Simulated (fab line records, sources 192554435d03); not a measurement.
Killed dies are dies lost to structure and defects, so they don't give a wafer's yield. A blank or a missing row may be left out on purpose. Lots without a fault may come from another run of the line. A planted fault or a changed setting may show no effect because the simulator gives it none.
fab line records | flow n5_finfet
record lots=10 wafers=30 last_day=18
route steps=1938 shown MOL_CONTACT_COAG@562 BEOL_M4@1111 PASSIVATION@1936
lots that met no fault: from a run of the same line without faults
start_h: hours from the record's first day to the start of the lot's first wafer shown | wait_h: hours since the lot's step before | " the same as in the row above | L1.1+2: a row that stands for several wafers | - no value, or no start given | * or withheld: withheld | < > ~ a bound
route shown NAME@n: a module of which the file shows steps, and the number in the route of the first | usual: mean/standard deviation of fault-free wafers | same: alike in all rows | chamber/n: place in a boat | sites: the reading at each site | _std_site: their standard deviation | _edge_site: outer sites' mean less inner sites' | radius_mm: how far each site lies from the wafer's centre | mask NAME#n: copy n | behind: the tool/chamber that last shaped the wafer | hold: why the lot was held/for how many hours/how that ended | device: the transistor (n, p or np) that didn't switch | end of line: the same wafers' tests at the end of the route | a step without rows: its recipe alone | killed: dies lost to structure and defects at the first sort, not the wafer's yield | map: a wafer's dies, x killed, . not, _ none there
set.NAME: the setting as run; set.NAME@STEP: as run at that earlier step | model.NAME: the simulator's own value behind a step, which no gauge read
steps of the route over a sample of lots; a table a step, a row a wafer
services: from which hour (start_h, from the record's first day; less than 0 if before it) a tool's chamber was out of use, for how many hours, and why
## steps
# step N5_MOL_CONTACT_COAG_ALD_123
# recipe material=SiNx target_thk_a=50 temp_c=400 ald_precursor_family=SiH2I2 ald_co_reactant=N2/H2-plasma pulse_time_s=1 purge_time_s=2 co_reactant_purge_time_s=2 ald_cycles=100 pressure_torr=2
# usual heater_power_w=839/75 precursor_pulse_height_rel=0.998/0.022
# same ald_cycles=100 co_reactant_purge_time_s=2 purge_time_s=2
# columns lot.wafer tool chamber start_h wait_h heater_power_w precursor_pulse_height_rel
L153.3 ald_sin-03 1 113.69 0.5 809 1.036
L153.5 " 0 " " 729 1.048
L153.6 " 3 " " 721 1.005
L157.3 ald_sin-04 2 129.82 0.0 872 0.988
L157.4 " 3 " " 716 0.996
L157.6 " 0 " " 947 1.004
L159.2 ald_sin-03 2 138.31 0.4 824 1.029
L159.5 " 0 " " 757 0.996
L159.6 " 3 " " 759 0.970
L160.1 ald_sin-03 3 143.25 0.7 739 1.005
L160.4 " 2 " " 832 1.001
L160.5 " 2 " " 804 1.036
L161.1 ald_sin-01 3 149.23 0.0 845 1.003
L161.3 " 2 " " 877 1.025
L161.4 " 0 " " 940 1.008
L167.1 ald_sin-01 2 184.47 0.2 895 1.000
L167.5 " 0 " " 958 0.990
L167.6 " 1 " " 802 1.025
L171.1 ald_sin-01 3 210.55 0.0 860 0.977
L171.4 " 1 " " 795 0.988
L171.6 " 3 " " 840 1.008
L174.3 ald_sin-04 3 223.16 0.0 742 1.003
L174.5 " 0 " " 960 0.963
L174.6 " 3 " " 727 0.983
L175.1 ald_sin-01 1 228.24 0.0 799 1.016
L175.2 " 0 " " 940 1.026
L175.4 " 3 " " 858 0.982
L176.2 ald_sin-04 3 239.83 0.1 737 0.984
L176.3 " 1 " " 863 1.023
L176.5 " 2 " " 858 0.987
# step N5_MOL_CONTACT_COAG_CD_MEAS_84
# recipe target_cd_nm=25.1 landing_energy_ev=500 detector=se_inlens polarity=opening
# usual cd_nm=25.19/0.26
# columns lot.wafer tool chamber start_h wait_h cd_nm
L153.3 cd_sem-02 0 114.66 - 26.06
L153.5 " 0 " " 24.96
L153.6 " 0 " " 25.67
L157.3 cd_sem-02 0 130.67 - 24.93
L157.4 " 0 " " 24.95
L157.6 " 0 " " 24.80
L159.2 cd_sem-03 0 139.15 - 25.44
L159.5 " 0 " " 25.19
L159.6 " 0 " " 25.18
L160.1 cd_sem-02 0 144.09 - 25.34
L160.4 " 0 " " 25.35
L160.5 " 0 " " 25.40
L161.1 cd_sem-02 0 150.07 - 24.71
L161.3 " 0 " " 25.22
L161.4 " 0 " " 25.69
L167.1 cd_sem-03 0 185.31 - 25.21
L167.5 " 0 " " 25.34
L167.6 " 0 " " 25.54
L171.1 cd_sem-03 0 211.39 - 25.39
L171.4 " 0 " " 25.17
L171.6 " 0 " " 24.69
L174.3 cd_sem-03 0 224.01 - 25.39
L174.5 " 0 " " 25.37
L174.6 " 0 " " 25.48
L175.1 cd_sem-01 0 229.08 - 25.13
L175.2 " 0 " " 25.22
L175.4 " 0 " " 25.14
L176.2 cd_sem-01 0 240.83 - 25.02
L176.3 " 0 " " 25.22
L176.5 " 0 " " 24.71
# step N5_MOL_CONTACT_COAG_OVL_MEAS_85
# recipe points_per_wafer=522
# usual VG_OVL=-0.3/0.68
# columns lot.wafer tool chamber start_h wait_h VG_OVL[nm]
L153.3 overlay-01 0 114.70 0.0 -0.8
L153.5 " 0 " " -0.4
L153.6 " 0 " " -1.3
L157.3 overlay-01 0 130.71 0.0 -0.6
L157.4 " 0 " " -0.5
L157.6 " 0 " " -0.8
L159.2 overlay-01 0 139.18 0.0 -0.2
L159.5 " 0 " " -0.1
L159.6 " 0 " " -0.4
L160.1 overlay-01 0 144.12 0.0 -0.9
L160.4 " 0 " " -0.8
L160.5 " 0 " " -1.7
L161.1 overlay-01 0 150.10 0.0 -0.6
L161.3 " 0 " " 0.0
L161.4 " 0 " " 0.2
L167.1 overlay-01 0 185.34 0.0 -0.5
L167.5 " 0 " " -0.6
L167.6 " 0 " " -0.9
L171.1 overlay-02 0 211.42 0.0 -0.7
L171.4 " 0 " " -0.1
L171.6 " 0 " " 0.5
L174.3 overlay-02 0 224.05 0.0 -0.4
L174.5 " 0 " " -1.0
L174.6 " 0 " " -0.6
L175.1 overlay-02 0 229.11 0.0 -0.4
L175.2 " 0 " " -0.5
L175.4 " 0 " " 0.8
L176.2 overlay-02 0 240.86 0.0 1.6
L176.3 " 0 " " 1.4
L176.5 " 0 " " 0.5
# step N5_MOL_CONTACT_COAG_STRIP_96
# recipe chemistry=N2/H2 power_w=500 temp_c=40 pressure_mtorr=50 rf_frequency_hz=6e+07 overash_fraction=0.3 bias_power_w=28 h2_frac=0.5 n2_flow_sccm=300 h2_flow_sccm=300
# usual drypump_motor_current_A=5.7/0.43 h2_flow_sccm=300.0/0.78 oes_product_au=0.79/0.096 power_w=500.1/1.6 rf_vpp_V=122.0/1.4 showerhead_plenum_p_Torr=3.36/0.12 throttle_valve_pct=19.0/0.4
# columns lot.wafer tool chamber start_h wait_h drypump_motor_current_A h2_flow_sccm oes_product_au power_w rf_hours_counter_h rf_vpp_V showerhead_plenum_p_Torr throttle_valve_pct
L153.3 rie_diel-01 2 115.31 0.0 5.8 300.7 0.71 499.9 181 122.4 3.35 18.8
L153.5 " 0 " " 5.5 300.1 0.75 499.0 - 123.7 3.50 19.3
L153.6 " 3 " " 5.5 299.6 0.74 503.0 - 123.1 3.33 18.8
L157.3 rie_diel-01 2 131.38 0.0 5.8 299.6 0.71 499.3 186 121.2 3.35 18.8
L157.4 " 3 " " 5.5 300.6 0.74 500.3 178 122.6 3.33 18.7
L157.6 " 3 " " 5.5 300.4 0.75 500.8 - 121.7 3.33 18.8
L159.2 rie_diel-06 0 139.93 0.0 6.5 299.6 0.77 500.9 116 119.3 3.25 18.6
L159.5 " 3 " " 5.5 300.9 0.95 498.8 - 122.6 3.30 19.3
L159.6 " 0 " " 6.5 299.7 0.78 500.8 - 120.8 3.25 18.6
L160.1 rie_diel-03 2 144.80 0.0 5.7 300.5 0.99 497.5 1 123.6 3.57 19.0
L160.4 " 0 " " 5.4 299.5 0.75 501.8 169 120.3 3.21 19.0
L160.5 " 0 " " 5.4 300.3 0.75 500.2 - 120.2 3.21 19.0
L161.1 rie_diel-06 3 150.81 0.0 5.6 300.0 0.94 499.4 9 122.1 3.30 19.3
L161.3 " 1 " " 5.5 300.0 0.97 501.2 1 120.6 3.31 18.6
L161.4 " 0 " " 6.5 301.4 0.79 500.7 121 120.5 3.25 18.6
L167.1 rie_diel-03 3 187.36 0.0 6.6 301.0 0.82 500.1 76 124.9 3.51 18.2
L167.5 " 0 " " 5.3 299.8 0.73 500.3 - 120.2 3.20 19.1
L167.6 " 3 " " 6.6 299.7 0.83 503.1 - 124.7 3.51 18.3
L171.1 rie_diel-06 2 212.05 0.0 5.3 299.7 0.96 502.1 8 121.1 3.43 18.8
L171.4 " 3 " " 5.5 300.0 0.88 558.0 - 121.5 3.28 19.4
L171.6 " 2 " " 5.4 299.7 0.96 499.7 - 124.0 3.43 18.8
L174.3 rie_diel-01 3 225.13 0.0 5.5 300.7 0.71 498.5 209 119.7 3.31 18.8
L174.5 " 0 " " 5.5 299.5 0.72 499.0 - 121.5 3.48 19.4
L174.6 " 1 " " 5.3 299.4 0.70 499.4 - 122.3 3.18 19.5
L175.1 rie_diel-03 1 230.06 0.0 5.7 299.7 0.99 500.1 4 123.1 3.47 19.4
L175.2 " 3 " " 6.6 299.2 0.79 499.9 93 124.1 3.51 18.3
L175.4 " 2 " " 5.8 300.2 0.90 498.6 30 120.1 3.56 19.1
L176.2 rie_diel-03 0 241.53 0.0 5.4 300.8 0.73 501.0 203 120.4 3.19 19.1
L176.3 " 2 " " 5.7 299.5 0.90 502.7 33 125.1 3.56 19.1
L176.5 " 0 " " 5.3 300.2 0.72 499.4 - 118.6 3.19 19.1
# step N5_BEOL_M4_RC_MEAS_101
# usual DIBL_N=36.4/1.6 DIBL_P=36.2/1.8 IOFF_N=0.159/0.029 IOFF_P=0.21/0.034 ION_N=670/12 ION_P=459/8.2 SS_N=71.5/0.59 SS_P=73.2/0.54 VT_N=250/3.3 VT_P=-250/3.7
# columns lot.wafer tool chamber start_h wait_h DIBL_N[mV/V] DIBL_P[mV/V] IOFF_N[nA/um] IOFF_P[nA/um] ION_N[uA/um] ION_P[uA/um] SS_N[mV/dec] SS_P[mV/dec] VT_N[mV] VT_P[mV]
L153.3 prober-02 0 188.80 0.3 35.8 37.4 0.150 0.20 673 460 71.2 73.4 248 -251
L153.5 " 0 " " 36.6 37.3 0.153 0.20 659 447 71.3 73.6 251 -252
L153.6 " 0 " " 36.6 37.5 0.164 0.21 671 459 71.5 73.1 251 -254
L157.3 prober-01 0 211.86 0.3 37.4 39.1 0.216 0.26 689 473 71.9 73.9 241 -246
L157.4 " 0 " " 34.0 34.9 0.136 0.20 673 460 70.8 73.1 251 -253
L157.6 " 0 " " 35.3 35.5 0.154 0.19 667 454 71.1 73.5 250 -253
L159.2 prober-01 0 216.72 0.2 35.7 36.0 0.152 0.24 668 469 71.6 73.0 248 -247
L159.5 " 0 " " 37.6 38.7 0.200 0.28 680 470 71.9 73.7 246 -248
L159.6 " 0 " " 37.2 38.2 0.187 0.27 688 472 72.0 74.3 244 -246
L160.1 prober-01 0 243.95 0.0 35.2 33.9 0.121 0.16 656 441 71.2 73.0 254 -259
L160.4 " 0 " " 35.8 34.4 0.130 0.16 657 441 71.6 72.5 257 -258
L160.5 " 0 " " 37.1 36.6 0.148 0.19 664 452 71.6 73.4 252 -256
L161.1 prober-01 0 256.60 0.0 35.4 35.6 0.146 0.17 671 458 71.8 72.9 250 -255
L161.3 " 0 " " 34.2 34.4 0.130 0.15 657 442 72.3 72.1 255 -256
L161.4 " 0 " " 36.1 38.2 0.167 0.20 672 455 72.0 73.4 249 -251
L167.1 prober-02 0 258.39 0.0 35.5 35.8 0.130 0.20 656 452 71.0 73.0 253 -251
L167.5 " 0 " " 35.2 35.1 0.126 0.18 668 461 70.8 72.8 254 -252
L167.6 " 0 " " 36.1 32.9 0.127 0.15 643 445 72.0 72.8 256 -255
L171.1 prober-01 0 290.31 0.0 38.3 39.3 0.193 0.27 676 464 72.3 73.4 247 -246
L171.4 " 0 " " 35.2 37.0 0.148 0.23 677 467 70.9 73.4 249 -246
L171.6 " 0 " " 37.8 40.3 0.189 0.29 679 473 72.2 74.0 245 -243
L174.3 prober-02 0 311.25 0.3 35.5 34.9 0.113 0.14 649 443 71.2 72.3 257 -262
L174.5 " 0 " " 38.6 39.7 0.190 0.20 673 453 72.2 73.7 250 -253
L174.6 " 0 " " 36.9 37.1 0.152 0.16 675 455 71.9 72.9 251 -258
L175.1 prober-01 0 331.48 0.0 36.1 37.1 0.157 0.22 657 458 71.7 73.4 253 -250
L175.2 " 0 " " 37.3 39.1 0.196 0.26 689 472 71.7 73.6 247 -248
L175.4 " 0 " " 33.1 34.9 0.117 0.19 652 460 70.8 72.5 253 -250
L176.2 prober-02 0 335.34 0.2 37.0 37.7 0.179 0.27 671 468 72.1 73.9 248 -245
L176.3 " 0 " " 32.8 33.8 0.114 0.20 657 466 70.8 72.3 255 -246
L176.5 " 0 " " 32.9 34.5 0.119 0.23 660 464 70.8 73.0 249 -247
# step N5_PASSIVATION_PROBE_49
# usual defect_limited_yield=91.1/1.5 killed_at_M0_to_M3=33/9.9 killed_at_M4_up=14/5.2 killed_at_contacts=12/6.7 killed_at_front_end=43/13 killed_at_other=3.4/2.7 killed_dies=105/17 killed_open=69/13 killed_short=33/7.5 sort_bin_5_function=5.2/0.91 sort_bin_6_memory=3.3/0.71 sort_bin_8_speed=0.00/0.032 sort_n_pass=1075/17 sort_yield_pct=91.1/1.5
# same gross_dies=1180 killed_at_back_side=0 sort_bin_4_leakage[%]=0
# columns lot.wafer tool chamber start_h wait_h defect_limited_yield[%] killed_at_M0_to_M3 killed_at_M4_up killed_at_contacts killed_at_front_end killed_at_other killed_dies killed_open killed_short sort_bin_5_function[%] sort_bin_6_memory[%] sort_bin_8_speed[%] sort_n_pass sort_yield_pct[%]
L153.3 prober-01 - 305.33 0.1 90.4 37 17 10 43 6 113 69 43 5.6 3.6 0 1067 90.4
L153.5 prober-01 - 305.43 0.2 89.2 56 11 22 39 0 128 99 28 6.5 4.2 0 1052 89.2
L153.6 prober-01 - 305.48 0.3 89.6 45 14 16 47 1 123 84 39 5.8 4.2 0 1057 89.6
L157.3 prober-01 - 323.75 0.1 92.1 31 14 11 36 1 93 70 20 3.7 4.1 0 1087 92.1
L157.4 prober-01 - 323.80 0.2 89.1 47 21 11 49 1 129 94 33 5.8 4.8 0 1051 89.1
L157.6 prober-01 - 323.90 0.3 93.2 19 23 12 18 8 80 59 20 3.7 2.9 0 1100 93.2
L161.1 prober-01 - 357.26 0.0 92.8 25 18 8 31 3 85 55 29 5.0 2.0 0 1095 92.8
L161.3 prober-01 - 357.36 0.1 88.7 30 16 27 57 3 133 100 31 6.4 4.6 0 1047 88.7
L161.4 prober-01 - 357.41 0.2 93.6 17 4 7 41 7 76 54 20 4.0 2.5 0 1104 93.6
L171.1 prober-02 - 388.19 0.0 93.1 29 7 3 38 5 82 54 28 4.0 2.8 0 1098 93.1
L171.4 prober-02 - 388.34 0.2 91.5 31 16 14 34 5 100 63 33 4.5 3.6 0 1080 91.5
L171.6 prober-02 - 388.44 0.3 90.0 22 16 19 60 1 118 80 36 5.3 4.3 0 1062 90.0
# killed by level:class
L153.3 FIN_SAQP:geometric_particle:open=13 BEOL_M1:geometric_particle:open=8 BEOL_M0_SAQP:geometric_particle:open=7 MOL_CONTACT_COAG:geometric_particle:open=6 BEOL_M0_SAQP:geometric_particle:short=6 BEOL_M2:geometric_particle:open=6 BEOL_M4:geometric_particle:open=6 STARTING-WAFER:geometric_particle:short=6
L153.5 FIN_SAQP:geometric_particle:open=19 MOL_CONTACT_COAG:geometric_particle:open=16 BEOL_M2:geometric_particle:open=15 BEOL_M0_SAQP:geometric_particle:short=11 BEOL_M3:geometric_particle:open=10 BEOL_M0_SAQP:geometric_particle:open=7 MOL_CONTACT_COAG:geometric_particle:short=6 BEOL_M4:geometric_particle:open=6
L153.6 MOL_CONTACT_COAG:geometric_particle:open=14 FIN_SAQP:geometric_particle:open=13 BEOL_M2:geometric_particle:open=13 FIN_SAQP:geometric_particle:short=9 BEOL_M0_SAQP:geometric_particle:open=9 BEOL_M0_SAQP:geometric_particle:short=8 STARTING-WAFER:geometric_particle:open=5 BEOL_M7:geometric_particle:open=5
L157.3 BEOL_M2:geometric_particle:open=15 BEOL_M4:geometric_particle:open=11 MOL_CONTACT_COAG:geometric_particle:open=10 STI_FIN_REVEAL:geometric_particle:open=8 ILD0:geometric_particle:open=5 FIN_SAQP:geometric_particle:open=4 DUMMY_GATE:geometric_particle:open=4 FIN_SAQP:geometric_particle:short=3
L157.4 STI_FIN_REVEAL:geometric_particle:open=23 BEOL_M4:geometric_particle:open=14 BEOL_M2:geometric_particle:open=14 BEOL_M0_SAQP:geometric_particle:open=9 BEOL_M1:geometric_particle:open=9 MOL_CONTACT_COAG:geometric_particle:open=8 BEOL_M0_SAQP:geometric_particle:short=8 STI_FIN_REVEAL:geometric_particle:short=4
L157.6 BEOL_M4:geometric_particle:open=15 BEOL_M2:geometric_particle:open=12 MOL_CONTACT_COAG:geometric_particle:open=8 STI_FIN_REVEAL:geometric_particle:open=4 STARTING-WAFER:geometric_particle:open=4 FIN_SAQP:geometric_particle:open=3 MOL_CONTACT_COAG:geometric_particle:short=3 BEOL_M4:geometric_particle:short=3
L161.1 BEOL_M3:geometric_particle:open=12 BEOL_M4:geometric_particle:open=8 FIN_SAQP:geometric_particle:open=7 STI_FIN_REVEAL:geometric_particle:open=6 MOL_CONTACT_COAG:geometric_particle:open=6 FIN_SAQP:geometric_particle:short=5 BEOL_M1:geometric_particle:open=4 DUMMY_GATE:geometric_particle:open=3
L161.3 FIN_SAQP:geometric_particle:open=21 MOL_CONTACT_COAG:geometric_particle:open=21 BEOL_M3:geometric_particle:open=10 DUMMY_GATE:geometric_particle:open=7 MOL_CONTACT_COAG:geometric_particle:short=6 BEOL_M2:geometric_particle:open=6 BEOL_M4:geometric_particle:open=6 FIN_CUT:geometric_particle:open=4
L161.4 FIN_SAQP:geometric_particle:open=14 BEOL_M3:geometric_particle:open=8 MOL_CONTACT_COAG:geometric_particle:open=6 STI_FIN_REVEAL:geometric_particle:open=5 PAD_METAL:geometric_particle:short=5 STARTING-WAFER:geometric_particle:open=4 FIN_SAQP:geometric_particle:short=3 DUMMY_GATE:geometric_particle:open=3
L171.1 STI_FIN_REVEAL:geometric_particle:open=8 BEOL_M2:geometric_particle:open=8 FIN_SAQP:geometric_particle:short=7 STARTING-WAFER:geometric_particle:open=7 BEOL_M1:geometric_particle:open=6 BEOL_M3:geometric_particle:open=5 FIN_SAQP:geometric_particle:open=4 MOL_CONTACT_COAG:geometric_particle:open=3
L171.4 MOL_CONTACT_COAG:geometric_particle:open=11 BEOL_M2:geometric_particle:open=11 STI_FIN_REVEAL:geometric_particle:open=9 FIN_SAQP:geometric_particle:short=6 BEOL_M3:geometric_particle:open=6 BEOL_M4:geometric_particle:open=5 FIN_SAQP:geometric_particle:open=4 STARTING-WAFER:geometric_particle:short=4
L171.6 STI_FIN_REVEAL:geometric_particle:open=19 MOL_CONTACT_COAG:geometric_particle:open=14 BEOL_M4:geometric_particle:open=10 FIN_SAQP:geometric_particle:short=8 BEOL_M3:geometric_particle:open=7 STI_FIN_REVEAL:geometric_particle:short=6 FIN_SAQP:geometric_particle:open=5 MOL_CONTACT_COAG:geometric_particle:short=5
## services
# columns tool chamber start_h hours kind
rie_diel-01 1 95.89 7.1 repair
ald_sin-04 0 99.25 - clean
ald_sin-04 1 99.25 - clean
ald_sin-04 2 99.25 - clean
ald_sin-03 2 108.13 17.3 repair
ald_sin-03 1 117.65 21.3 repair
rie_diel-06 - 127.09 0.4 repair
rie_diel-03 2 127.13 - clean
rie_diel-03 2 127.13 - consumable_replace:focus_ring
rie_diel-03 2 127.13 - consumable_replace:showerhead
rie_diel-03 2 127.13 11.0 scheduled_down
rie_diel-03 2 127.13 11.0 vent_cycle
ald_sin-04 3 162.91 8.3 repair
ald_sin-03 - 177.52 14.0 pm
rie_diel-03 2 177.94 5.5 repair
rie_diel-03 1 183.66 - clean
rie_diel-03 1 183.66 - consumable_replace:focus_ring
rie_diel-03 1 183.66 31.7 scheduled_down
rie_diel-03 1 183.66 31.7 vent_cycle
rie_diel-06 0 200.50 16.6 repair
rie_diel-03 - 205.84 0.2 repair
ald_sin-03 0 209.43 8.8 repair
rie_diel-03 2 220.89 7.3 repair
ald_sin-04 0 230.11 12.6 repair
## key
first_sign step=N5_MOL_CONTACT_COAG_STRIP_96 reading=power_w direction=up sigmas=37 usual=* struck=*
effect none on later readings
met_at N5_MOL_CONTACT_COAG_STRIP_96
struck_lots L171
struck_wafers L171.4
not_acting_at N5_MOL_CONTACT_COAG_ALD_123,N5_MOL_CONTACT_COAG_CD_MEAS_84,N5_MOL_CONTACT_COAG_OVL_MEAS_85
onset_between 150.81 212.05
fault kind=process_parameter_drift tool=rie_diel-06 chamber=3 onset_h=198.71 steps=N5_MOL_CONTACT_COAG_STRIP_96 channel=power_w offset=* shape=step end_h=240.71 acts_in=* stated=*
